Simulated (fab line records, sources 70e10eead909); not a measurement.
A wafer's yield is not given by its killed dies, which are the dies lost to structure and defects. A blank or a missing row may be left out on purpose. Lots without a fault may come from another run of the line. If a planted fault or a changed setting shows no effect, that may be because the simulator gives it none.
Struck lot and sound lot, side by side / flow nand-harc / 14 out of 1159 route steps
Sound: wafers L166.1, L166.3, L166.5. Struck: wafers L179.1, L179.2. (L179.6 of the same lot was not struck and is left out.) The cause comes at the end.
At each step with rows: each side's tool, then ch and its chambers, then its first start. Under that, the readings that differ: sound wafers / struck wafers / difference of the means / sigmas: that difference in standard deviations of wafers without a fault.
alike: a reading whose means differ by less than 2 such deviations, as well as words and numbers matching on both sides. not compared: withheld readings; readings where some wafer has no value; bounds like >300 that might hide an equal value; numbers whose values overlap and for which the record gives no deviation.
The two part at a step that has a row with sigmas, a row that says differs or no value, or rows on one side only. When numbers do not overlap yet have no deviation, they are printed without sigmas and do not part them. A reading that every wafer of one side lacks parts them only if that side has two wafers or more.

first, 3 steps without rows for these wafers: NHARC_A_SLIT_EXPOSE_06 (exposes mask SLIT); NHARC_A_SLIT_PEB_07 (peb time 65 s); NHARC_A_SLIT_DEVELOP_08 (develop time 35 s).
NHARC_A_SLIT_CD_MEAS_09 targets a cd of 300 nm.
  sound on cd-sem-02 ch 0, day 15 00:47; struck on cd-sem-01 ch 0, day 18 20:01
  alike: cd-nm
NHARC_A_SLIT_OVL_MEAS_10:
  sound on overlay-02 at day 15 00:52; struck on overlay-01 at day 18 20:07
  alike: overlay-x-nm, overlay-y-nm
NHARC_A_SLIT_INSPECT_11:
  sound on defect-inspect-01 at day 15 00:54; struck on defect-inspect-01 at day 18 20:09
  alike: raw-defect-count
then, 1 step without rows for these wafers: NHARC_A_SLIT_DESCUM_14 (chemistry O2, time 3 s).
NHARC_A_SLIT_ETCH_24: etches the open film in CF4/CHF3, target depth 121 nm, time 60.5 s.
  sound on rie-diel-10 ch 1,2,3, day 15 01:04; struck on rie-diel-10 ch 0,2, day 18 20:18
  alike: drypump-motor-current-A, oes-product-au, rf-vpp-V, showerhead-plenum-p-Torr, throttle-valve-pct
  not compared: rf-hours-counter-h
NHARC_A_SLIT_ETCH_15: etches the open film in O2/COS, target depth 3200 nm, time 832 s.
  sound: rie-diel-10 ch 0,1,2; struck: rie-diel-10 ch 0,1
  alike: drypump-motor-current-A, o2-flow-sccm, oes-product-au, rf-vpp-V, showerhead-plenum-p-Torr, throttle-valve-pct
  not compared: rf-hours-counter-h
NHARC_A_SLIT_ETCH_17: etches the open film in C4F8/O2/Ar, time 1687.5 s, target depth 10100 nm.
  sound on har-etch-01 ch 0,1, day 15 01:59; struck on har-etch-01 ch 0,1, day 18 20:59
  alike: drypump-motor-current-A, o2-flow-sccm, showerhead-plenum-p-Torr, throttle-valve-pct
  not compared: rf-hours-counter-h
NHARC_A_SLIT_ETCH_26: etches the open film in C4F8/O2/Ar, time 90 s, target depth 400 nm.
  sound on har-etch-01 ch 0,1, day 15 03:16; struck on har-etch-01 ch 0,1, day 18 22:29
  alike: drypump-motor-current-A, o2-flow-sccm, showerhead-plenum-p-Torr, throttle-valve-pct
  not compared: rf-hours-counter-h
then, 1 step without rows for these wafers: NHARC_A_SLIT_STRIP_28 (strips in O2/COS).
NHARC_A_SLIT_ETCH_29: etches the open film in CF4/O2, target depth 100 nm, overetch 10 nm, time 55 s.
  sound on rie-diel-03 ch 0,2, day 15 03:51; struck on rie-diel-01 ch 1,2, day 18 23:06
reading=drypump-motor-current-A (A); sound=4.9 5.3 4.9; struck=6.6 5.6; difference=+1.1; sigmas=+2
reading=oes-product-au (a.u.); sound=0.990 1.003 1.007; struck=0.904 0.908; difference=-0.094; sigmas=-9
  alike: o2-flow-sccm, rf-vpp-V, showerhead-plenum-p-Torr, throttle-valve-pct
  not compared: rf-hours-counter-h
NHARC_A_SLIT_STRIP_18: strips in O2.
  sound: rie-diel-03 ch 1,2,3; struck: rie-diel-01 ch 0,3
  alike: drypump-motor-current-A, o2-flow-sccm, oes-product-au, rf-vpp-V, showerhead-plenum-p-Torr, throttle-valve-pct
  not compared: rf-hours-counter-h

== WHERE THEY PART ==
Only at NHARC_A_SLIT_ETCH_29, as far as this record shows. Later steps at which nothing parts them and some readings are alike: NHARC_A_SLIT_STRIP_18.

WHY: what had been put in by the simulator
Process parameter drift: rie-diel-01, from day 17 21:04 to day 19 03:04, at NHARC_A_SLIT_ETCH_29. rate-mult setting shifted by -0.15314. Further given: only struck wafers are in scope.
